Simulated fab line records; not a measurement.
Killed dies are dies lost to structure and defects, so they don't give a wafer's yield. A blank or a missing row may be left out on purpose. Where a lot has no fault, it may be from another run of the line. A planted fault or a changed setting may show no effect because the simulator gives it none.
Matching of chambers    flow n5 finfet    4 sister chambers for N5_BEOL_M13_CMP_49 on cmp-04
The step polishes, stops on SiOC, t overpolish 17.1 s, target thk 420 nm. 4 wafers are shown with their chamber, then 7 later ones without.

WAFERS WITH THEIR CHAMBER
wafer   chamber  motor current A (A)
L084.3  2        5.3
L086.1  3        6.1
L092.3  1        5.5
L092.4  0        6.4

WAFERS MISSING THEIR CHAMBER
wafer   motor current A (A)
L094.1  6.0
L095.2  6.6
L095.4  5.2
L096.1  5.9
L097.1  6.2
L097.2  5.2
L097.3  7.1

WHICH CHAMBER EACH ONE RAN IN
wafer   from the rows above                in truth
L094.1  can't be placed: 3 or 0 or 1       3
L095.2  can't be placed: 0 or 3            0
L095.4  can't be placed: 2 or 1            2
L096.1  can't be placed: 3 or 1 or 0 or 2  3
L097.1  can't be placed: 3 or 0            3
L097.2  can't be placed: 2 or 1            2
L097.3  can't be placed: 0 or 3            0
0 of 7 placed correctly. Not placeable from these rows: 7 (in 7, the candidates include the true chamber). Wrongly placed: 0.
How it was worked out, from the rows above alone: a wafer's distance from a chamber is the root of the sum, over the readings, of the square of ((its reading less the chamber's mean) divided by the reading's scatter). The wafer belongs to the nearest chamber; if the next one is less than 2 further off, it can't be placed. Each chamber's mean is taken over the wafers shown for it. The scatter (one wafer shown for each chamber): square how far every hidden wafer sits from the nearest shown wafer, average those squares and take the square root.
